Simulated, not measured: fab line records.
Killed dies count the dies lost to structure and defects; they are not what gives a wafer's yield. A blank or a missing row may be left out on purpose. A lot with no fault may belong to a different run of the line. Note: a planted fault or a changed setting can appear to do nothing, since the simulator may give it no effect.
Which tool is to blame? -- flow n5-finfet -- 24 lots, 72 wafers sampled, at 6 steps of a route of 1938

== WHAT THE GAUGES SHOWED, per wafer ==
N5_BEOL_M6_OVL_MEAS_12. Usual: M6_OVL -0.3 nm, standard deviation 0.67.
lot,measured,on,M6_OVL (nm),flag
L075,day 9 11:38,overlay-02,0.2 0.6 0.3,
L074,day 9 12:06,overlay-02,-0.4 -1.0 -0.4,
L076,day 9 19:24,overlay-02,0.2 -0.3 0.6,
L079,day 10 03:35,overlay-02,1.0 1.1 0.7,
L077,day 10 11:32,overlay-02,-0.9 -0.6 -0.9,
L078,day 10 16:58,overlay-01,-0.6 -0.5 0.1,
L081,day 10 23:49,overlay-02,-0.1 1.3 -0.1,
L080,day 11 10:56,overlay-01,-0.8 0.0 -0.1,
L082,day 11 11:06,overlay-02,0.5 0.0 0.0,
L083,day 11 15:35,overlay-02,1.0 0.8 0.0,
L085,day 11 18:46,overlay-01,-1.0 -0.8 -0.5,
L084,day 11 19:13,overlay-01,0.2 0.1 -1.0,
L086,day 12 18:06,overlay-01,1.1 -0.1 -0.2,
L087,day 12 22:04,overlay-02,0.7 -0.8 -1.0,
L089,day 12 22:26,overlay-01,0.1 -0.4 -0.2,
L090,day 13 03:15,overlay-01,-0.4 -1.3 -0.7,
L088,day 13 07:23,overlay-02,-2.0 -0.7 -0.6,
L091,day 13 12:34,overlay-01,-1.2 -1.2 0.0,
L092,day 13 15:14,overlay-01,0.4 0.5 0.1,
L093,day 14 03:48,overlay-02,-0.7 -1.3 -0.5,
L094,day 14 03:58,overlay-02,-0.2 0.2 -0.9,
L095,day 14 05:56,overlay-01,-0.8 -0.2 0.4,
L096,day 15 11:27,overlay-02,0.5 -0.5 -0.2,
L097,day 16 15:37,overlay-02,-1.6 -1.6 -0.9,

N5_BEOL_M6_CD_MEAS_28 targets a cd of 40 nm. Usual: cd-nm reads 40.04 nm (standard deviation 0.23).
lot,measured,on,cd-nm (nm),flag
L075,day 9 12:31,cd-sem-02,40.07 40.12 39.89,
L074,day 9 13:46,cd-sem-01,40.07 39.89 39.68,
L076,day 9 21:19,cd-sem-03,39.97 40.36 40.37,
L079,day 10 05:25,cd-sem-03,40.13 40.33 39.87,
L077,day 10 15:11,cd-sem-02,40.09 39.82 40.23,
L078,day 10 19:20,cd-sem-03,40.21 40.09 40.03,
L081,day 11 02:26,cd-sem-02,39.74 40.30 39.63,
L080,day 11 12:35,cd-sem-03,39.97 40.35 40.07,
L082,day 11 14:09,cd-sem-01,40.29 39.62 40.33,
L083,day 11 17:24,cd-sem-03,40.24 39.90 39.84,
L085,day 11 20:55,cd-sem-02,40.10 40.18 40.30,
L084,day 11 21:00,cd-sem-03,40.13 39.69 40.17,
L086,day 12 19:32,cd-sem-02,40.18 39.88 40.03,
L087,day 13 01:38,cd-sem-03,40.23 39.86 40.09,
L089,day 13 01:55,cd-sem-03,40.09 40.31 39.93,
L090,day 13 06:27,cd-sem-03,39.96 40.37 40.08,
L088,day 13 08:13,cd-sem-03,40.04 40.01 40.22,
L091,day 13 13:31,cd-sem-03,40.23 40.08 40.25,
L092,day 13 16:08,cd-sem-02,39.73 39.88 40.44,
L093,day 14 08:13,cd-sem-02,39.75 39.51 39.61,
L094,day 14 08:15,cd-sem-03,39.88 40.17 39.78,
L095,day 14 10:19,cd-sem-01,39.98 39.93 39.49,
L096,day 15 14:20,cd-sem-03,39.97 39.85 39.94,
L097,day 16 18:46,cd-sem-02,40.03 40.36 40.47,

== WHICH TOOL RAN EACH LOT (tool, then ch and the chambers of the sampled wafers, then the start) ==
lot,N5_BEOL_M5_ALD_86,N5_BEOL_M5_SPUTTER_81,N5_BEOL_M5_SPUTTER_83,N5_BEOL_M5_ANNEAL_51
L075,"ald-metal-04 ch 1,2,3, day 9 03:29","pvd-sputter-02, day 9 05:19","pvd-sputter-02, day 9 06:23","rtp-anneal-01 ch 0, day 9 08:49"
L074,"ald-metal-02 ch 0,1,3, day 9 04:06","pvd-sputter-03, day 9 05:53","pvd-sputter-03, day 9 06:59","rtp-anneal-02 ch 0, day 9 10:07"
L076,"ald-metal-02 ch 0,3, day 9 11:28","pvd-sputter-01, day 9 13:11","pvd-sputter-01, day 9 14:17","rtp-anneal-02 ch 0, day 9 16:51"
L079,"ald-metal-02 ch 1,2,3, day 9 19:16","pvd-sputter-03, day 9 21:26","pvd-sputter-03, day 9 22:31","rtp-anneal-01 ch 0, day 10 01:32"
L077,"ald-metal-02 ch 1,2,3, day 10 02:46","pvd-sputter-02, day 10 04:21","pvd-sputter-02, day 10 05:26","rtp-anneal-02 ch 0, day 10 07:49"
L078,"ald-metal-02 ch 2,3, day 10 06:49","pvd-sputter-01, day 10 08:34","pvd-sputter-01, day 10 09:39","rtp-anneal-01 ch 0, day 10 12:04"
L081,"ald-metal-03 ch 1,2, day 10 14:41","pvd-sputter-01, day 10 16:32","pvd-sputter-01, day 10 17:37","rtp-anneal-02 ch 0, day 10 20:05"
L080,"ald-metal-04 ch 1,2, day 11 00:34","pvd-sputter-02, day 11 03:38","pvd-sputter-02, day 11 04:43","rtp-anneal-01 ch 0, day 11 07:14"
L082,"ald-metal-03 ch 0,1,3, day 11 02:52","pvd-sputter-01, day 11 04:32","pvd-sputter-01, day 11 05:38","rtp-anneal-02 ch 0, day 11 08:03"
L083,"ald-metal-02 ch 0,1, day 11 08:05","pvd-sputter-03, day 11 09:41","pvd-sputter-03, day 11 10:46","rtp-anneal-01 ch 0, day 11 13:09"
L085,"ald-metal-03 ch 2,3, day 11 08:26","pvd-sputter-02, day 11 11:36","pvd-sputter-02, day 11 12:41","rtp-anneal-01 ch 0, day 11 15:04"
L084,"ald-metal-03 ch 0,2, day 11 10:26","pvd-sputter-01, day 11 12:19","pvd-sputter-01, day 11 13:25","rtp-anneal-01 ch 0, day 11 17:06"
L086,"ald-metal-04 ch 1,2,3, day 12 07:55","pvd-sputter-01, day 12 09:40","pvd-sputter-01, day 12 10:44","rtp-anneal-01 ch 0, day 12 13:13"
L087,"ald-metal-03 ch 1,2, day 12 12:42","pvd-sputter-01, day 12 14:35","pvd-sputter-01, day 12 15:40","rtp-anneal-01 ch 0, day 12 18:14"
L089,"ald-metal-02 ch 0,2,3, day 12 12:47","pvd-sputter-02, day 12 14:41","pvd-sputter-02, day 12 15:55","rtp-anneal-02 ch 0, day 12 18:34"
L090,"ald-metal-03 ch 0,2,3, day 12 18:57","pvd-sputter-02, day 12 20:41","pvd-sputter-02, day 12 21:46","rtp-anneal-02 ch 0, day 13 00:13"
L088,"ald-metal-02 ch 0,1,2, day 12 22:26","pvd-sputter-01, day 13 00:11","pvd-sputter-01, day 13 01:17","rtp-anneal-02 ch 0, day 13 03:53"
L091,"ald-metal-04 ch 0,2,3, day 13 03:40","pvd-sputter-02, day 13 05:30","pvd-sputter-02, day 13 06:35","rtp-anneal-02 ch 0, day 13 09:05"
L092,"ald-metal-03 ch 0,3, day 13 06:52","pvd-sputter-01, day 13 08:49","pvd-sputter-01, day 13 09:55","rtp-anneal-02 ch 0, day 13 12:20"
L093,"ald-metal-02 ch 2,3, day 13 19:13","pvd-sputter-03, day 13 21:01","pvd-sputter-03, day 13 22:07","rtp-anneal-02 ch 0, day 14 00:29"
L094,"ald-metal-03 ch 0,2,3, day 13 19:29","pvd-sputter-01, day 13 21:44","pvd-sputter-01, day 13 22:49","rtp-anneal-01 ch 0, day 14 01:12"
L095,"ald-metal-04 ch 0,2,3, day 13 19:41","pvd-sputter-02, day 13 23:45","pvd-sputter-02, day 14 00:50","rtp-anneal-02 ch 0, day 14 03:16"
L096,"ald-metal-03 ch 0,2, day 15 03:46","pvd-sputter-02, day 15 05:23","pvd-sputter-02, day 15 06:29","rtp-anneal-02 ch 0, day 15 08:53"
L097,"ald-metal-02 ch 0,1,2, day 16 03:27","pvd-sputter-02, day 16 05:27","pvd-sputter-02, day 16 06:32","rtp-anneal-01 ch 0, day 16 08:55"
- N5_BEOL_M5_ALD_86: deposits TaN, pulse time 2 s, purge time 3 s, co reactant purge time 2 s.
- N5_BEOL_M5_SPUTTER_81: material Cu, target thk 15 nm, time 27.62 s.
- N5_BEOL_M5_SPUTTER_83: material Cu, target thk 15 nm, time 27.62 s.
- N5_BEOL_M5_ANNEAL_51: time 90 s.

== WHAT THE TOOLS THEMSELVES READ (means of the sampled wafers that have a number; where no wafer has one, the mark that the record gives instead) ==
N5_BEOL_M5_ALD_86. Usual: heater-power-w 434 W, standard deviation 57; mfc-carrier-sccm 1500 sccm, standard deviation 4.8.
lot,tool,heater-power-w (W),mfc-carrier-sccm (sccm),flag
L075,ald-metal-04,416,1502,
L074,ald-metal-02,473,1499,
L076,ald-metal-02,433,1501,
L079,ald-metal-02,466,1499,
L077,ald-metal-02,472,1503,
L078,ald-metal-02,414,1501,
L081,ald-metal-03,440,1502,
L080,ald-metal-04,403,1497,
L082,ald-metal-03,393,1498,
L083,ald-metal-02,520,1502,
L085,ald-metal-03,429,1498,
L084,ald-metal-03,406,1501,
L086,ald-metal-04,414,1503,
L087,ald-metal-03,412,1500,
L089,ald-metal-02,427,1501,
L090,ald-metal-03,407,1499,
L088,ald-metal-02,462,1499,
L091,ald-metal-04,435,1505,
L092,ald-metal-03,388,1498,
L093,ald-metal-02,414,1499,
L094,ald-metal-03,410,1502,
L095,ald-metal-04,436,1497,
L096,ald-metal-03,431,1502,
L097,ald-metal-02,476,1496,

N5_BEOL_M5_SPUTTER_81. Usual: throttle-valve-pct reads 30.1 % (standard deviation 1.1).
lot,tool,throttle-valve-pct (%),flag
L075,pvd-sputter-02,28.9,
L074,pvd-sputter-03,30.2,
L076,pvd-sputter-01,30.9,
L079,pvd-sputter-03,30.4,
L077,pvd-sputter-02,29.1,
L078,pvd-sputter-01,30.3,
L081,pvd-sputter-01,30.8,
L080,pvd-sputter-02,29.6,
L082,pvd-sputter-01,29.9,
L083,pvd-sputter-03,30.2,
L085,pvd-sputter-02,28.8,
L084,pvd-sputter-01,30.6,
L086,pvd-sputter-01,31.4,
L087,pvd-sputter-01,30.0,
L089,pvd-sputter-02,29.2,
L090,pvd-sputter-02,29.1,
L088,pvd-sputter-01,31.5,
L091,pvd-sputter-02,29.1,
L092,pvd-sputter-01,30.0,
L093,pvd-sputter-03,31.0,
L094,pvd-sputter-01,30.2,
L095,pvd-sputter-02,28.7,
L096,pvd-sputter-02,29.8,
L097,pvd-sputter-02,29.0,

N5_BEOL_M5_SPUTTER_83. Usual: throttle-valve-pct reads 30.1 % (standard deviation 1.1).
lot,tool,throttle-valve-pct (%),flag
L075,pvd-sputter-02,29.0,
L074,pvd-sputter-03,30.2,
L076,pvd-sputter-01,30.8,
L079,pvd-sputter-03,30.3,
L077,pvd-sputter-02,29.1,
L078,pvd-sputter-01,30.3,
L081,pvd-sputter-01,30.8,
L080,pvd-sputter-02,29.7,
L082,pvd-sputter-01,30.1,
L083,pvd-sputter-03,30.0,
L085,pvd-sputter-02,28.7,
L084,pvd-sputter-01,30.6,
L086,pvd-sputter-01,31.3,
L087,pvd-sputter-01,30.1,
L089,pvd-sputter-02,29.1,
L090,pvd-sputter-02,29.1,
L088,pvd-sputter-01,31.5,
L091,pvd-sputter-02,28.9,
L092,pvd-sputter-01,30.1,
L093,pvd-sputter-03,30.9,
L094,pvd-sputter-01,30.2,
L095,pvd-sputter-02,28.8,
L096,pvd-sputter-02,29.6,
L097,pvd-sputter-02,29.1,

N5_BEOL_M5_ANNEAL_51. Usual: anneal-temp-c 225.02 C, standard deviation 0.15; wafer_temp_C_max 226.03, standard deviation 0.27.
lot,tool,anneal-temp-c (C),wafer_temp_C_max,flag
L075,rtp-anneal-01,225.04,226.20,
L074,rtp-anneal-02,225.25,226.23,
L076,rtp-anneal-02,225.04,226.14,
L079,rtp-anneal-01,224.96,225.95,
L077,rtp-anneal-02,225.14,226.13,
L078,rtp-anneal-01,224.95,226.01,
L081,rtp-anneal-02,225.08,226.07,
L080,rtp-anneal-01,225.13,225.74,
L082,rtp-anneal-02,224.96,226.09,
L083,rtp-anneal-01,225.04,225.74,
L085,rtp-anneal-01,224.91,225.67,
L084,rtp-anneal-01,225.04,225.91,
L086,rtp-anneal-01,224.95,225.96,
L087,rtp-anneal-01,224.97,225.99,
L089,rtp-anneal-02,225.11,226.39,
L090,rtp-anneal-02,225.13,226.11,
L088,rtp-anneal-02,225.05,226.03,
L091,rtp-anneal-02,224.87,226.12,
L092,rtp-anneal-02,224.96,226.37,
L093,rtp-anneal-02,224.99,226.23,
L094,rtp-anneal-01,225.05,226.10,
L095,rtp-anneal-02,224.88,226.15,
L096,rtp-anneal-02,225.00,226.12,
L097,rtp-anneal-01,225.08,225.47,

== THE ANSWER, worked out from the rows above alone ==
Rule: a lot is off if the mean of its wafers that have a number lies more than 3 standard deviations from the usual mean. Also off: a lot with no number at a reading for which 4 or more lots have one. The other lots that the step has rows for count as sound. Order of review: gauges by route order, followed by the tools' own readings, for which a lot's mean as printed above is used. At the first step where some lot is off, the reading lying furthest off is the one used; lots without a number count as furthest.
No lot is off at any reading shown: from this, nothing can be told.

== WHAT THE SIMULATOR PUT IN ==
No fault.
